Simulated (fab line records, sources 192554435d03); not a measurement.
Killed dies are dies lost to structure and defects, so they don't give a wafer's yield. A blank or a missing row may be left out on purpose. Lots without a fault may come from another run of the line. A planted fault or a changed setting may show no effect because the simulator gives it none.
fab line records | flow n5_finfet
record lots=24 wafers=72 last_day=17
route steps=1938 shown DUMMY_GATE@219 SPACER0@259 ILD0@340
lots that met no fault: from a run of the same line without faults
start_h: hours from the record's first day to the start of the lot's first wafer shown | wait_h: hours since the lot's step before | " the same as in the row above | L1.1+2: a row that stands for several wafers | - no value, or no start given | * or withheld: withheld | < > ~ a bound
route shown NAME@n: a module of which the file shows steps, and the number in the route of the first | usual: mean/standard deviation of fault-free wafers | same: alike in all rows | chamber/n: place in a boat | sites: the reading at each site | _std_site: their standard deviation | _edge_site: outer sites' mean less inner sites' | radius_mm: how far each site lies from the wafer's centre | mask NAME#n: copy n | behind: the tool/chamber that last shaped the wafer | hold: why the lot was held/for how many hours/how that ended | device: the transistor (n, p or np) that didn't switch | end of line: the same wafers' tests at the end of the route | a step without rows: its recipe alone | killed: dies lost to structure and defects at the first sort, not the wafer's yield | map: a wafer's dies, x killed, . not, _ none there
set.NAME: the setting as run; set.NAME@STEP: as run at that earlier step | model.NAME: the simulator's own value behind a step, which no gauge read
steps of the route over a sample of lots; a table a step, a row a wafer
services: from which hour (start_h, from the record's first day; less than 0 if before it) a tool's chamber was out of use, for how many hours, and why
## steps
# step N5_DUMMY_GATE_THK_MEAS_05
# usual thk_nm=71.4/1.2
# columns lot.wafer tool chamber start_h wait_h thk_nm
L074.2 film_metro-02 - 44.82 0.2 68.6
L074.5 " - " " 71.0
L074.6 " - " " 70.1
L075.2 film_metro-01 - 48.44 0.2 72.8
L075.5 " - " " 71.9
L075.6 " - " " 71.4
L076.1 film_metro-01 - 55.98 0.2 70.9
L076.4 " - " " 72.2
L076.6 " - " " 68.7
L077.1 film_metro-02 - 60.03 0.1 70.7
L077.4 " - " " 71.3
L077.5 " - " " 70.6
L078.1 film_metro-01 - 66.78 0.1 70.0
L078.2 " - " " 71.7
L078.3 " - " " 70.4
L079.2 film_metro-02 - 71.59 0.2 71.6
L079.4 " - " " 73.9
L079.6 " - " " 70.2
L080.2 film_metro-01 - 76.69 0.2 74.0
L080.4 " - " " 70.1
L080.5 " - " " 72.5
L081.1 film_metro-02 - 85.49 0.1 72.7
L081.4 " - " " 69.9
L081.5 " - " " 70.7
L082.1 film_metro-01 - 88.67 0.2 73.0
L082.4 " - " " 72.5
L082.5 " - " " 74.3
L083.1 film_metro-02 - 96.89 0.2 70.0
L083.4 " - " " 68.6
L083.5 " - " " 70.1
L084.1 film_metro-02 - 101.80 0.1 71.8
L084.2 " - " " 70.7
L084.5 " - " " 70.2
L085.3 film_metro-02 - 115.68 0.2 71.2
L085.4 " - " " 71.4
L085.5 " - " " 72.2
L086.3 film_metro-02 - 117.02 0.2 72.0
L086.4 " - " " 72.5
L086.6 " - " " 70.8
L087.1 film_metro-02 - 121.01 0.1 72.1
L087.4 " - " " 71.1
L087.6 " - " " 71.3
L088.1 film_metro-02 - 127.51 0.1 72.2
L088.4 " - " " 71.8
L088.5 " - " " 71.0
L089.2 film_metro-01 - 133.17 0.2 71.9
L089.4 " - " " 69.5
L089.6 " - " " 69.7
L090.2 film_metro-01 - 137.12 0.1 70.7
L090.3 " - " " 72.2
L090.6 " - " " 70.8
L091.1 film_metro-02 - 146.52 0.1 72.2
L091.3 " - " " 72.1
L091.6 " - " " 72.5
L092.2 film_metro-02 - 149.42 0.1 71.5
L092.4 " - " " 71.8
L092.5 " - " " 71.3
L093.2 film_metro-02 - 158.42 0.1 71.0
L093.3 " - " " 71.0
L093.5 " - " " 70.6
L094.1 film_metro-02 - 163.31 0.1 70.6
L094.4 " - " " 70.4
L094.5 " - " " 70.8
L095.1 film_metro-02 - 168.82 0.1 70.3
L095.3 " - " " 71.4
L095.6 " - " " 73.8
L096.2 film_metro-01 - 173.27 0.2 74.4
L096.3 " - " " 72.3
L096.5 " - " " 73.6
L097.1 film_metro-01 - 179.45 0.1 73.1
L097.2 " - " " 70.0
L097.3 " - " " 71.2
# step N5_DUMMY_GATE_DESCUM_20
# recipe chemistry=O2 time_s=6.2 source_power_w=50 bias_power_w=20 pressure_mtorr=20 rf_frequency_hz=2.712e+07 temp_c=40 resist=CAR-EUV o2_flow_sccm=225
# usual drypump_motor_current_A=5.8/0.35 oes_product_au=0.80/0.076 rf_vpp_V=242.9/1.5 showerhead_plenum_p_Torr=2.08/0.08 throttle_valve_pct=20.4/0.31
# columns lot.wafer tool chamber start_h wait_h drypump_motor_current_A oes_product_au rf_hours_counter_h rf_vpp_V showerhead_plenum_p_Torr throttle_valve_pct
L074.2 rie_diel-02 0 52.64 0.0 5.2 0.80 113 243.4 2.11 20.4
L074.5 " 3 " " 6.2 0.90 - 241.8 2.02 20.0
L074.6 " 2 " " 5.7 0.92 - 244.7 2.20 20.3
L075.2 rie_diel-05 3 55.39 0.3 5.9 0.81 114 243.7 2.17 20.5
L075.5 " 2 " " 6.0 0.79 - 241.7 1.93 20.0
L075.6 " 3 " " 5.9 0.81 - 244.4 2.17 20.5
L076.1 rie_diel-06 3 60.61 0.1 6.5 0.69 237 243.0 2.08 20.3
L076.4 " 2 " " 5.6 0.80 115 243.1 2.18 20.1
L076.6 " 3 " " 6.5 0.69 - 242.4 2.08 20.3
L077.1 rie_diel-02 1 64.83 0.4 6.0 0.72 162 242.5 2.02 20.6
L077.4 " 2 " " 5.7 0.90 29 245.7 2.20 20.3
L077.5 " 1 " " 6.0 0.73 - 242.2 2.02 20.5
L078.1 rie_diel-06 0 71.34 0.0 6.3 0.96 12 242.8 2.15 20.4
L078.2 " 1 " " 5.7 0.75 181 241.9 2.00 20.7
L078.3 " 3 " " 6.4 0.69 240 242.7 2.08 20.3
L079.2 rie_diel-02 0 76.14 0.0 5.3 0.78 120 242.9 2.11 20.5
L079.4 " 3 " " 6.2 0.89 45 242.9 2.02 20.0
L079.6 " 0 " " 5.3 0.79 - 242.4 2.11 20.4
L080.2 rie_diel-05 3 81.92 0.8 6.0 0.81 122 244.0 2.17 20.5
L080.4 " 0 " " 5.5 0.93 30 241.8 2.06 20.0
L080.5 " 0 " " 5.5 0.92 - 242.7 2.06 20.0
L081.1 rie_diel-02 3 89.92 0.0 6.2 0.88 49 241.6 2.02 20.0
L081.4 " 1 " " 6.0 0.72 170 241.2 2.02 20.6
L081.5 " 1 " " 6.0 0.72 - 242.3 2.02 20.6
L082.1 rie_diel-02 2 93.16 0.0 5.7 0.89 38 244.7 2.20 20.3
L082.4 " 1 " " 6.0 0.71 - 241.4 2.02 20.5
L082.5 " 0 " " 5.3 0.77 - 243.9 2.10 20.5
L083.1 rie_diel-06 0 101.46 0.0 6.3 0.94 21 244.4 2.15 20.5
L083.4 " 1 " " 5.7 0.74 190 240.7 1.99 20.7
L083.5 " 2 " " 5.6 0.79 - 243.8 2.18 20.1
L084.1 rie_diel-06 2 106.57 0.4 5.6 0.78 128 245.0 2.18 20.1
L084.2 " 0 " " 6.3 0.91 24 243.2 2.15 20.5
L084.5 " 2 " " 5.6 0.78 - 242.5 2.18 20.1
L085.3 rie_diel-02 1 120.12 0.0 6.0 0.70 179 242.7 2.01 20.6
L085.4 " 3 " " 6.2 0.86 57 242.3 2.01 20.0
L085.5 " 1 " " 6.0 0.70 - 242.2 2.01 20.6
L086.3 rie_diel-06 2 124.01 0.0 5.6 0.78 133 244.9 2.18 20.1
L086.4 " 0 " " 6.3 0.91 - 245.3 2.15 20.5
L086.6 " 1 " " 5.7 0.74 - 240.2 1.99 20.7
L087.1 rie_diel-05 0 125.56 0.0 5.5 0.91 41 244.0 2.05 20.0
L087.4 " 2 " " 6.0 0.77 119 240.8 1.93 20.0
L087.6 " 2 " " 6.0 0.77 - 240.4 1.93 20.0
L088.1 rie_diel-06 2 132.42 0.5 5.6 0.78 136 245.9 2.17 20.1
L088.4 " 1 " " 5.8 0.74 - 241.3 1.99 20.7
L088.5 " 2 " " 5.6 0.79 - 244.5 2.17 20.1
L089.2 rie_diel-05 1 137.71 0.0 5.5 0.73 191 241.5 2.03 21.3
L089.4 " 0 " " 5.5 0.90 45 241.4 2.05 20.0
L089.6 " 2 " " 6.0 0.77 - 240.4 1.93 20.0
L090.2 rie_diel-05 2 141.66 0.0 6.0 0.76 124 241.0 1.93 20.0
L090.3 " 0 " " 5.5 0.89 46 242.6 2.05 20.0
L090.6 " 1 " " 5.5 0.73 - 241.3 2.03 21.3
L091.1 rie_diel-02 2 151.09 0.0 5.7 0.85 55 245.9 2.19 20.3
L091.3 " 1 " " 6.0 0.69 189 242.7 2.01 20.6
L091.6 " 1 " " 6.0 0.69 - 241.0 2.01 20.6
L092.2 rie_diel-02 3 153.97 0.0 6.2 0.85 67 240.2 2.01 20.1
L092.4 " 1 " " 6.0 0.69 190 242.7 2.01 20.6
L092.5 " 1 " " 6.0 0.70 - 241.2 2.01 20.6
L093.2 rie_diel-06 1 162.98 0.0 5.8 0.73 211 242.8 1.99 20.7
L093.3 " 2 " " 5.6 0.77 146 245.1 2.17 20.1
L093.5 " 3 " " 6.5 0.94 - 242.7 2.07 20.0
L094.1 rie_diel-02 2 167.73 0.0 5.7 0.85 59 245.4 2.19 20.3
L094.4 " 0 " " 5.2 0.75 149 243.5 2.10 20.5
L094.5 " 2 " " 5.7 0.84 - 245.9 2.19 20.4
L095.1 rie_diel-02 0 173.24 0.0 5.2 0.76 151 243.4 2.10 20.5
L095.3 " 3 " " 6.2 0.85 73 242.6 2.01 20.1
L095.6 " 1 " " 6.0 0.69 - 241.0 2.01 20.6
L096.2 rie_diel-05 1 179.67 0.0 5.5 0.72 205 242.7 2.03 21.3
L096.3 " 0 " " 5.5 0.88 58 241.7 2.05 20.1
L096.5 " 1 " " 5.5 0.73 - 242.4 2.03 21.3
L097.1 rie_diel-02 3 183.87 0.0 6.2 0.84 77 241.9 2.01 20.1
L097.2 " 1 " " 6.0 0.69 199 242.4 2.01 20.6
L097.3 " 0 " " 5.2 0.75 156 243.8 2.09 20.5
# step N5_DUMMY_GATE_STRIP_40
# recipe chemistry=CF4 resist=SiARC power_w=300 bias_power_w=75 pressure_mtorr=50 cf4_flow_sccm=150 rf_frequency_hz=6e+07
# usual drypump_motor_current_A=5.8/0.35 oes_product_au=0.80/0.076 power_w=300.0/0.76 rf_vpp_V=270.7/1.8 showerhead_plenum_p_Torr=1.78/0.074 throttle_valve_pct=13.51/0.28
# columns lot.wafer tool chamber start_h wait_h drypump_motor_current_A oes_product_au power_w rf_hours_counter_h rf_vpp_V showerhead_plenum_p_Torr throttle_valve_pct
L074.2 rie_diel-02 0 52.97 0.1 5.2 0.78 299.4 113 272.5 1.82 13.60
L074.5 " 0 " " 5.2 0.78 299.9 - 269.7 1.82 13.60
L074.6 " 1 " " 6.0 0.71 300.0 - 268.7 1.73 13.60
L075.2 rie_diel-05 0 55.71 0.1 5.5 0.92 300.6 22 269.9 1.77 13.12
L075.5 " 3 " " 5.9 0.79 299.8 - 272.2 1.89 13.86
L075.6 " 0 " " 5.5 0.91 300.7 - 269.1 1.77 13.11
L076.1 rie_diel-05 3 60.93 0.1 6.0 0.80 299.7 115 272.9 1.89 13.87
L076.4 " 1 " " 5.4 0.71 299.6 172 271.4 1.71 13.91
L076.6 " 0 " " 5.5 0.92 300.1 - 270.2 1.77 13.13
L077.1 rie_diel-02 2 65.16 0.1 5.7 0.89 299.1 29 272.7 1.90 13.49
L077.4 " 1 " " 6.0 0.72 300.3 162 268.8 1.73 13.61
L077.5 " 1 " " 6.0 0.73 299.9 - 271.3 1.73 13.62
L078.1 rie_diel-05 3 71.66 0.1 5.9 0.79 300.2 118 274.0 1.89 13.87
L078.2 " 2 " " 6.0 0.78 299.9 103 267.6 1.65 13.20
L078.3 " 1 " " 5.5 0.72 299.6 175 269.5 1.71 13.92
L079.2 rie_diel-05 3 76.49 0.1 6.0 0.80 300.9 119 273.4 1.89 13.83
L079.4 " 1 " " 5.4 0.72 299.9 176 271.9 1.71 13.91
L079.6 " 3 " " 6.0 0.79 300.2 - 273.8 1.89 13.88
L080.2 rie_diel-02 1 82.31 0.1 6.0 0.71 300.5 168 270.0 1.73 13.62
L080.4 " 3 " " 6.2 0.85 300.2 47 270.2 1.76 13.29
L080.5 " 0 " " 5.2 0.76 299.8 - 272.0 1.82 13.63
L081.1 rie_diel-02 2 90.24 0.1 5.7 0.88 299.4 37 271.6 1.90 13.52
L081.4 " 3 " " 6.2 0.85 299.9 49 270.7 1.76 13.28
L081.5 " 1 " " 6.0 0.70 300.1 - 270.4 1.73 13.61
L082.1 rie_diel-06 1 93.48 0.1 5.7 0.72 300.2 188 268.4 1.72 13.83
L082.4 " 3 " " 6.4 0.69 299.1 246 269.5 1.76 13.44
L082.5 " 0 " " 6.3 0.93 300.3 - 272.4 1.82 13.39
L083.1 rie_diel-05 2 101.79 0.1 6.0 0.77 299.7 112 268.0 1.65 13.23
L083.4 " 3 " " 5.9 0.78 299.6 127 272.5 1.88 13.89
L083.5 " 3 " " 5.9 0.79 301.0 - 272.2 1.88 13.87
L084.1 rie_diel-05 1 106.90 0.1 5.5 0.71 300.6 184 269.3 1.71 13.94
L084.2 " 0 " " 5.5 0.90 299.4 36 269.7 1.77 13.15
L084.5 " 1 " " 5.5 0.70 300.1 - 269.2 1.71 13.93
L085.3 rie_diel-02 3 120.44 0.1 6.2 0.85 300.3 57 269.4 1.76 13.30
L085.4 " 1 " " 6.0 0.70 298.6 179 270.7 1.72 13.66
L085.5 " 3 " " 6.2 0.84 300.9 - 268.9 1.76 13.31
L086.3 rie_diel-02 3 124.36 0.1 6.2 0.84 300.1 58 269.3 1.76 13.31
L086.4 " 0 " " 5.2 0.76 299.5 136 271.2 1.82 13.66
L086.6 " 3 " " 6.2 0.84 300.9 - 269.7 1.76 13.29
L087.1 rie_diel-05 3 125.91 0.1 5.9 0.78 300.5 135 273.9 1.88 13.91
L087.4 " 2 " " 6.0 0.77 300.1 119 267.8 1.65 13.23
L087.6 " 1 " " 5.5 0.71 300.0 - 268.1 1.71 13.92
L088.1 rie_diel-02 1 132.84 0.2 6.0 0.70 300.6 183 268.8 1.72 13.65
L088.4 " 0 " " 5.2 0.76 300.8 138 270.7 1.82 13.66
L088.5 " 1 " " 6.0 0.69 300.7 - 267.9 1.72 13.65
L089.2 rie_diel-05 0 138.04 0.1 5.5 0.89 299.5 45 268.5 1.76 13.18
L089.4 " 2 " " 6.0 0.78 299.9 123 267.4 1.65 13.24
L089.6 " 0 " " 5.4 0.88 298.7 - 271.0 1.76 13.20
L090.2 rie_diel-02 0 142.07 0.1 5.3 0.76 298.7 141 270.3 1.82 13.67
L090.3 " 2 " " 5.7 0.85 301.5 52 273.6 1.89 13.54
L090.6 " 2 " " 5.7 0.85 299.2 - 272.5 1.89 13.55
L091.1 rie_diel-06 1 151.42 0.1 5.7 0.71 298.8 208 270.5 1.71 13.90
L091.3 " 0 " " 6.3 0.89 300.0 39 273.3 1.81 13.41
L091.6 " 0 " " 6.3 0.89 299.8 - 273.2 1.81 13.42
L092.2 rie_diel-02 2 154.29 0.1 5.7 0.85 300.6 56 272.5 1.89 13.53
L092.4 " 3 " " 6.2 0.83 300.2 67 270.3 1.75 13.33
L092.5 " 0 " " 5.3 0.75 300.2 - 272.0 1.81 13.68
L093.2 rie_diel-05 3 163.30 0.1 5.9 0.78 301.1 146 272.8 1.88 13.93
L093.3 " 2 " " 6.0 0.76 300.3 131 267.7 1.65 13.25
L093.5 " 1 " " 5.5 0.70 300.8 - 270.6 1.70 13.97
L094.1 rie_diel-02 0 168.05 0.1 5.3 0.74 300.8 149 271.2 1.81 13.69
L094.4 " 1 " " 6.0 0.69 299.7 194 270.4 1.72 13.70
L094.5 " 2 " " 5.7 0.84 299.3 - 273.1 1.89 13.55
L095.1 rie_diel-06 3 173.61 0.1 6.4 0.93 299.0 9 269.7 1.76 12.92
L095.3 " 1 " " 5.8 0.71 301.1 213 270.3 1.71 13.88
L095.6 " 0 " " 6.3 0.88 299.2 - 272.0 1.81 13.43
L096.2 rie_diel-02 2 180.10 0.2 5.7 0.83 300.8 63 273.0 1.89 13.57
L096.3 " 1 " " 5.9 0.69 300.8 198 268.5 1.72 13.69
L096.5 " 0 " " 5.2 0.74 299.6 - 272.9 1.81 13.69
L097.1 rie_diel-06 2 184.20 0.1 5.6 0.74 299.7 151 272.7 1.88 13.48
L097.2 " 3 " " 6.5 0.92 299.6 12 269.4 1.75 12.93
L097.3 " 0 " " 6.3 0.87 301.1 48 271.7 1.81 13.46
# step N5_DUMMY_GATE_ETCH_44
# recipe chemistry=HBr/O2 over_etch_frac=0.7 target_depth_a=1275 stop_on=SiO2 ion_energy_ev=60 bias_w=20 target=poly-Si mask_material=SiO2 pressure_mtorr=20 icp_w=400 HBr_flow_sccm=120 O2_flow_sccm=10
# usual O2_flow_sccm=10.000/0.029 drypump_motor_current_A=5.79/0.28 oes_product_au=0.728/0.012 throttle_valve_pct=18.44/0.18
# same over_etch_frac=0.7
# columns lot.wafer tool chamber start_h wait_h O2_flow_sccm drypump_motor_current_A oes_product_au rf_hours_counter_h throttle_valve_pct
L074.2 rie_si-03 2 53.40 0.0 10.003 5.33 0.700 76 18.15
L074.5 " 0 " " 9.966 5.77 0.716 - 18.29
L074.6 " 3 " " 9.990 5.97 0.738 - 18.51
L075.2 rie_si-06 3 56.15 0.0 10.047 5.54 0.738 3 18.52
L075.5 " 0 " " 9.961 6.25 0.736 - 18.75
L075.6 " 3 " " 10.001 5.55 0.736 - 18.53
L076.1 rie_si-01 1 61.37 0.0 9.966 5.83 0.720 106 18.61
L076.4 " 2 " " 9.981 6.21 0.735 156 18.53
L076.6 " 0 " " 10.004 5.50 0.719 - 18.31
L077.1 rie_si-06 3 65.60 0.0 9.910 5.54 0.733 4 18.52
L077.4 " 3 " " 9.982 5.54 0.742 - 18.52
L077.5 " 1 " " 10.016 5.70 0.725 - 18.38
L078.1 rie_si-03 2 72.09 0.0 9.998 5.30 0.711 76 18.15
L078.2 " 0 " " 10.004 5.78 0.715 111 18.28
L078.3 " 3 " " 9.962 5.97 0.734 57 18.51
L079.2 rie_si-03 2 76.93 0.0 9.964 5.31 0.713 76 18.13
L079.4 " 0 " " 9.998 5.79 0.722 - 18.29
L079.6 " 2 " " 10.024 5.34 0.713 - 18.15
L080.2 rie_si-01 1 82.78 0.0 9.995 5.82 0.747 106 18.61
L080.4 " 0 " " 9.993 5.50 0.722 93 18.31
L080.5 " 0 " " 10.058 5.51 0.735 - 18.31
L081.1 rie_si-06 2 90.67 0.0 10.010 5.52 0.739 133 18.14
L081.4 " 3 " " 10.035 5.55 0.735 4 18.52
L081.5 " 1 " " 10.038 5.68 0.731 - 18.37
L082.1 rie_si-03 1 93.92 0.0 9.961 5.95 0.718 0 18.51
L082.4 " 3 " " 9.971 6.00 0.755 57 18.50
L082.5 " 0 " " 9.965 5.79 0.730 - 18.28
L083.1 rie_si-01 2 102.48 0.0 9.999 6.17 0.733 157 18.53
L083.4 " 3 " " 10.053 6.01 0.702 7 18.59
L083.5 " 0 " " 9.952 5.48 0.729 - 18.32
L084.1 rie_si-06 3 107.34 0.0 10.016 5.51 0.741 4 18.51
L084.2 " 1 " " 9.974 5.68 0.730 42 18.41
L084.5 " 3 " " 10.004 5.53 0.735 - 18.52
L085.3 rie_si-03 3 120.87 0.0 9.990 6.01 0.747 58 18.50
L085.4 " 0 " " 10.040 5.76 0.712 112 18.30
L085.5 " 1 " " 9.991 5.96 0.720 - 18.52
L086.3 rie_si-01 2 124.80 0.0 9.945 6.16 0.731 157 18.57
L086.4 " 0 " " 9.988 5.52 0.736 94 18.30
L086.6 " 3 " " 10.001 6.06 0.717 - 18.60
L087.1 rie_si-03 1 126.51 0.0 9.992 5.97 0.719 1 18.52
L087.4 " 3 " " 9.973 5.96 0.738 58 18.53
L087.6 " 0 " " 10.042 5.77 0.704 - 18.30
L088.1 rie_si-01 3 133.35 0.0 9.983 6.05 0.720 8 18.60
L088.4 " 0 " " 10.039 5.49 0.724 94 18.31
L088.5 " 3 " " 10.014 6.07 0.723 - 18.60
L089.2 rie_si-06 2 138.47 0.0 10.055 5.50 0.722 134 18.14
L089.4 " 1 " " 10.024 5.66 0.720 42 18.38
L089.6 " 3 " " 9.996 5.53 0.727 - 18.52
L090.2 rie_si-06 3 142.65 0.0 9.976 5.53 0.735 5 18.52
L090.3 " 1 " " 9.996 5.68 0.741 42 18.39
L090.6 " 0 " " 9.987 6.22 0.720 - 18.74
L091.1 rie_si-03 3 151.85 0.0 9.970 6.02 0.744 58 18.50
L091.3 " 0 " " 10.013 5.76 0.713 112 18.29
L091.6 " 1 " " 9.982 5.93 0.726 - 18.52
L092.2 rie_si-03 2 154.72 0.0 9.944 5.32 0.722 78 18.15
L092.4 " 0 " " 9.996 5.76 0.705 112 18.28
L092.5 " 0 " " 9.956 5.78 0.707 - 18.28
L093.2 rie_si-06 0 163.74 0.0 10.027 6.23 0.726 152 18.76
L093.3 " 2 " " 9.991 5.51 0.726 135 18.15
L093.5 " 2 " " 10.036 5.52 0.716 - 18.13
L094.1 rie_si-06 1 168.59 0.0 9.999 5.67 0.737 43 18.37
L094.4 " 2 " " 10.040 5.49 0.717 135 18.13
L094.5 " 3 " " 9.980 5.53 0.727 - 18.52
L095.1 rie_si-03 1 174.11 0.0 10.017 5.95 0.720 2 18.50
L095.3 " 2 " " 10.008 5.34 0.718 78 18.16
L095.6 " 2 " " 10.049 5.32 0.726 - 18.17
L096.2 rie_si-03 1 180.58 0.0 9.994 5.97 0.745 2 18.50
L096.3 " 3 " " 9.985 6.00 0.741 59 18.53
L096.5 " 0 " " 10.026 5.80 0.722 - 18.28
L097.1 rie_si-06 2 184.63 0.0 10.029 5.49 0.738 135 18.12
L097.2 " 3 " " 10.019 5.52 0.732 6 18.53
L097.3 " 0 " " 9.985 6.22 0.720 153 18.74
# step N5_SPACER0_ALD_00
# recipe material=SiOCN target_thk_a=35 temp_c=400 ald_precursor_family=alkyl-aminosilane ald_co_reactant=O2/N2-plasma pulse_time_s=3 purge_time_s=2 co_reactant_purge_time_s=2 ald_cycles=58 pressure_torr=2
# usual heater_power_w=837/55 precursor_pulse_height_rel=1.001/0.021
# columns lot.wafer tool chamber start_h wait_h heater_power_w precursor_pulse_height_rel since_wet_clean_h
L074.2 ald_sin-03 3 54.08 0.1 867 1.012 335
L074.5 " 3 " " 881 0.978 -
L074.6 " 2 " " 846 1.023 -
L075.2 ald_sin-02 0 56.87 0.1 800 0.953 246
L075.5 " 2 " " 898 1.011 -
L075.6 " 0 " " 802 0.996 -
L076.1 ald_sin-03 2 62.91 0.1 849 0.994 343
L076.4 " 1 " " 784 1.009 -
L076.6 " 2 " " 841 0.993 -
L077.1 ald_sin-02 1 67.11 0.1 885 0.998 256
L077.4 " 3 " " 754 0.991 256
L077.5 " 1 " " 896 1.015 -
L078.1 ald_sin-04 3 73.99 0.1 933 0.974 170
L078.2 " 2 " " 881 0.951 170
L078.3 " 1 " " 807 0.982 170
L079.2 ald_sin-04 0 78.54 0.1 794 1.001 174
L079.4 " 1 " " 786 1.033 174
L079.6 " 2 " " 890 1.052 -
L080.2 ald_sin-04 1 83.64 0.1 795 0.992 179
L080.4 " 3 " " 946 1.023 179
L080.5 " 0 " " 771 0.986 -
L081.1 ald_sin-04 1 91.39 0.1 804 1.021 187
L081.4 " 3 " " 933 0.984 187
L081.5 " 1 " " 798 1.004 -
L082.1 ald_sin-04 1 95.66 0.1 779 1.020 191
L082.4 " 3 " " 925 1.021 191
L082.5 " 0 " " 804 0.972 -
L083.1 ald_sin-03 2 103.25 0.1 816 0.982 3
L083.4 " 0 " " 746 0.997 3
L083.5 " 1 " " 788 1.009 -
L084.1 ald_sin-02 3 108.10 0.1 745 0.984 297
L084.2 " 0 " " 824 0.969 297
L084.5 " 3 " " 749 1.001 -
L085.3 ald_sin-04 2 121.50 0.1 874 1.014 217
L085.4 " 0 " " 778 1.022 217
L085.5 " 2 " " 871 1.014 -
L086.3 ald_sin-03 0 125.51 0.1 770 1.035 25
L086.4 " 1 " " 792 0.978 25
L086.6 " 0 " " 751 0.994 -
L087.1 ald_sin-03 1 127.12 0.1 803 1.016 27
L087.4 " 2 " " 826 1.002 27
L087.6 " 0 " " 767 0.988 -
L088.1 ald_sin-02 2 134.09 0.1 904 1.024 323
L088.4 " 1 " " 876 1.024 323
L088.5 " 0 " " 837 0.980 -
L089.2 ald_sin-04 0 139.12 0.1 802 1.002 235
L089.4 " 3 " " 929 0.959 235
L089.6 " 3 " " 927 1.024 -
L090.2 ald_sin-04 0 143.31 0.1 824 1.013 239
L090.3 " 2 " " 892 1.026 239
L090.6 " 2 " " 881 1.019 -
L091.1 ald_sin-02 2 152.44 0.1 888 0.991 341
L091.3 " 3 " " 763 0.974 341
L091.6 " 0 " " 837 0.975 -
L092.2 ald_sin-04 1 155.31 0.1 797 1.011 251
L092.4 " 0 " " 778 0.994 251
L092.5 " 2 " " 887 0.961 -
L093.2 ald_sin-04 2 164.32 0.1 890 0.992 260
L093.3 " 3 " " 942 0.998 260
L093.5 " 1 " " 808 1.007 -
L094.1 ald_sin-02 0 169.25 0.1 830 1.048 358
L094.4 " 3 " " 758 1.008 358
L094.5 " 2 " " 906 0.989 -
L095.1 ald_sin-02 0 175.38 0.1 813 0.963 364
L095.3 " 2 " " 898 0.999 364
L095.6 " 3 " " 767 0.999 -
L096.2 ald_sin-03 2 181.30 0.1 844 1.016 81
L096.3 " 3 " " 820 1.043 81
L096.5 " 1 " " 828 0.978 -
L097.1 ald_sin-03 0 186.10 0.1 749 1.039 86
L097.2 " 3 " " 828 1.007 86
L097.3 " 2 " " 842 0.966 86
# step N5_ILD0_CMP_07
# recipe stop_on=poly-Si material=SiO2_flowable t_overpolish_s=1.18 post_cmp_clean=alkaline_brush down_force_psi=4.1491 platen_rpm=51.796 pad_velocity_m_s=1.0306 target_thk_nm=138.88
# usual motor_current_A=12.9/1.2
# columns lot.wafer tool chamber start_h wait_h motor_current_A
L074.2 cmp-01 1 68.05 0.1 13.1
L074.5 " 3 " " 12.9
L074.6 " 0 " " 10.8
L075.2 cmp-01 1 69.86 0.1 13.2
L075.6 " 0 " " 11.3
L075.5 " 1 " " 13.8
L076.1 cmp-04 1 75.71 0.1 11.6
L076.4 " 3 " " 14.2
L076.6 " 0 " " 11.7
L077.1 cmp-01 3 80.30 0.0 13.1
L077.4 " 1 " " 13.0
L077.5 " 0 " " 10.8
L078.3 cmp-04 0 87.34 0.0 11.1
L078.2 " 1 " " 12.0
L078.1 " 2 " " 12.4
L079.2 cmp-02 3 92.82 0.0 12.0
L079.4 " 0 " " 14.5
L079.6 " 0 " " 14.4
L080.2 cmp-02 0 97.80 0.1 14.7
L080.4 " 1 " " 12.9
L080.5 " 3 " " 11.2
L081.4 cmp-04 1 104.50 0.0 11.9
L081.1 " 3 " " 13.8
L081.5 " 1 " " 11.0
L082.4 cmp-01 2 110.08 0.0 14.0
L082.1 " 1 " " 12.4
L082.5 " 2 " " 13.5
L083.1 cmp-02 2 116.57 0.0 14.7
L083.4 " 1 " " 13.5
L083.5 " 2 " " 14.5
L084.1 cmp-04 2 121.08 0.1 12.6
L084.2 " 0 " " 11.9
L084.5 " 2 " " 12.5
L085.4 cmp-02 2 134.24 0.1 14.2
L085.3 " 0 " " 15.5
L085.5 " 1 " " 13.6
L086.3 cmp-01 1 139.33 0.0 12.7
L086.4 " 3 " " 13.6
L086.6 " 1 " " 13.4
L087.1 cmp-01 0 140.72 0.0 10.8
L087.4 " 1 " " 11.6
L087.6 " 1 " " 13.2
L088.1 cmp-02 0 147.53 0.0 14.8
L088.4 " 2 " " 14.5
L088.5 " 0 " " 14.9
L089.2 cmp-01 2 153.32 0.0 13.3
L089.4 " 1 " " 13.1
L089.6 " 3 " " 13.2
L090.3 cmp-01 0 155.88 0.0 11.6
L090.2 " 3 " " 13.0
L090.6 " 0 " " 10.8
L091.1 cmp-01 1 165.25 0.0 13.2
L091.3 " 0 " " 11.3
L091.6 " 1 " " 13.0
L092.4 cmp-02 1 167.86 0.0 12.9
L092.2 " 2 " " 14.1
L092.5 " 1 " " 13.0
L093.2 cmp-02 3 177.49 0.0 11.8
L093.3 " 0 " " 14.7
L093.5 " 0 " " 14.6
L094.4 cmp-01 1 182.71 0.0 12.8
L094.1 " 3 " " 13.0
L094.5 " 1 " " 13.5
L095.1 cmp-02 2 189.35 0.0 13.7
L095.3 " 0 " " 15.1
L095.6 " 2 " " 13.7
L096.2 cmp-01 1 195.04 0.1 12.9
L096.3 " 2 " " 13.9
L096.5 " 0 " " 10.4
L097.2 cmp-02 1 199.64 0.0 13.1
L097.1 " 2 " " 13.4
L097.3 " 0 " " 14.8
## services
# columns tool chamber start_h hours kind
cmp-02 - 33.16 0.5 repair
rie_diel-05 0 37.71 7.3 repair
ald_sin-04 0 37.74 10.8 repair
rie_diel-05 1 39.67 8.3 repair
rie_si-06 2 50.87 31.8 repair
ald_sin-03 1 51.05 2.6 repair
rie_si-03 1 54.16 1.3 repair
ald_sin-02 1 54.86 2.9 repair
ald_sin-03 0 56.32 12.8 repair
cmp-01 - 61.01 0.3 repair
ald_sin-04 2 62.30 2.0 repair
ald_sin-02 - 68.05 1.0 repair
rie_diel-06 2 78.18 2.0 repair
rie_diel-02 3 92.77 4.0 repair
cmp-01 - 96.48 1.3 repair
cmp-01 - 108.08 1.0 repair
cmp-01 - 114.21 6.9 pm
rie_diel-06 3 114.49 7.7 repair
rie_diel-05 1 130.42 3.7 repair
cmp-02 - 159.64 3.0 repair
rie_si-03 2 177.27 8.2 repair
cmp-01 - 181.28 0.8 repair
rie_diel-02 3 192.97 4.2 repair
cmp-01 - 199.65 4.0 pm
## key
fault none
